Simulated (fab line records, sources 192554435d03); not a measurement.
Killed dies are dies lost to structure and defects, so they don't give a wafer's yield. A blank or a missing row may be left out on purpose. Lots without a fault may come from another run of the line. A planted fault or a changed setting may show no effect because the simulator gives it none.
Split-lot experiment | flow n5_finfet | 7 lots, 21 wafers read, on a route of 1938 steps

THE SPLIT
At N5_GATE_CUT_EXPOSE_10 (exposes mask GATE CUT, target cd 20 nm), the setting dose_mj was moved away from the recipe's 43.25 on 7 of the 21 wafers read, by -6.9% to +5.2%. The other wafers ran this setting at the recipe's value.

FROM THE SPLIT TO THE READING: what the file shows between them, 2 steps
- N5_GATE_CUT_PEB_11: peb time 60 s
- N5_GATE_CUT_DEVELOP_12: develop time 30 s

THE READING
cd_nm, in nm, at N5_GATE_CUT_CD_MEAS_13 (target cd 20 nm). Fault-free wafers of this fab line usually give 20.01 nm, standard deviation 0.28 nm.

wafer  | tool, chamber at the split | dose_mj as run | against the recipe | cd_nm, nm | against lot-mates on the recipe
L075.1 | euv_scanner-02, 0          | 40.26          | -6.9%              | 18.12     | -2.38
L075.3 | euv_scanner-02, 0          | 40.26          | -6.9%              | 18.43     | -2.07
L075.5 | euv_scanner-02, 0          | 43.25          | recipe             | 20.50     | -
L076.1 | euv_scanner-02, 0          | 43.25          | recipe             | 20.40     | -
L076.2 | euv_scanner-02, 0          | 43.25          | recipe             | 20.15     | -
L076.4 | euv_scanner-02, 0          | 43.25          | recipe             | 20.13     | -
L079.1 | euv_scanner-01, 0          | 45.52          | +5.2%              | 20.88     | +1.15
L079.2 | euv_scanner-01, 0          | 43.25          | recipe             | 19.73     | -
L079.4 | euv_scanner-01, 0          | 45.52          | +5.2%              | 21.12     | +1.39
L084.4 | euv_scanner-02, 0          | 43.25          | recipe             | 19.80     | -
L084.5 | euv_scanner-02, 0          | 43.25          | recipe             | 19.16     | -
L084.6 | euv_scanner-02, 0          | 43.25          | recipe             | 20.00     | -
L088.1 | euv_scanner-02, 0          | 43.25          | recipe             | 19.95     | -
L088.2 | euv_scanner-02, 0          | 43.25          | recipe             | 19.98     | -
L088.4 | euv_scanner-02, 0          | 43.25          | recipe             | 20.04     | -
L094.1 | euv_scanner-02, 0          | 43.25          | recipe             | 20.26     | -
L094.5 | euv_scanner-02, 0          | 43.25          | recipe             | 20.22     | -
L094.6 | euv_scanner-02, 0          | 41.26          | -4.6%              | 18.75     | -1.49
L096.1 | euv_scanner-02, 0          | 43.25          | recipe             | 19.53     | -
L096.4 | euv_scanner-02, 0          | 41.69          | -3.6%              | 19.03     | -0.50
L096.6 | euv_scanner-02, 0          | 41.69          | -3.6%              | 19.70     | +0.17

THE FIT
A straight line over all 21 wafers: cd_nm changes by +0.223 nm for each +1% of dose_mj; r = +0.90; the points scatter about the line by 0.33 nm.
The same after taking each lot's own level away (the mean of its wafers on the recipe; 21 wafers): +0.265 nm for each +1%; r = +0.92; scatter 0.36 nm.
On that fit, the largest move of dose_mj shifts the reading by 1.8 nm.
The lots' own levels span 19.530 to 20.500 nm, that is 3.5 times the standard deviation above.
So the lot-to-lot level changes the slope: the two fits differ.
Check: with one of the wafers moved furthest among these (-6.9%) left out of the fit, the line predicts -1.62 nm for it against its lot-mates. It came out at -2.38 nm against them.

OTHER SPLITS ON THESE WAFERS
These wafers also went through other splits before the reading. Each is held against what the fit with the lots' levels taken away leaves over:
other split on the same wafers     | wafers away from the commonest value | r with cd_nm (lot level and that fit taken away)
N5_SD_EPI_N_PEB_07 peb_temp_c      | 8                                    | +0.01
N5_SD_EPI_N_ETCH_16 target_depth_a | 6                                    | -0.32
N5_SDB_COAT_05 spin_rpm            | 7                                    | +0.12
N5_HKMG_FIN_COAT_43 spin_rpm       | 10                                   | -0.33
N5_HKMG_FIN_EXPOSE_46 dose_mj      | 4                                    | +0.25

THE WHOLE CHAIN: every reading that the file lists as answering this split, in the file's order
step                   | what it does           | reading                                                         | change (the file's fit)              | r (the file's)
N5_GATE_CUT_CD_MEAS_13 | target cd 20 nm        | cd_nm                                                           | +0.27 nm for each +1% of the setting | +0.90
N5_GATE_CUT_DESCUM_18  | chemistry O2, time 7 s | GATE_CUT.cd_nm (the simulator's own value, which no gauge read) | +0.26 nm for each +1% of the setting | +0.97

THE FILE'S OWN FIT
cd_nm changes by +0.27 nm for each +1% of dose_mj, r = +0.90.
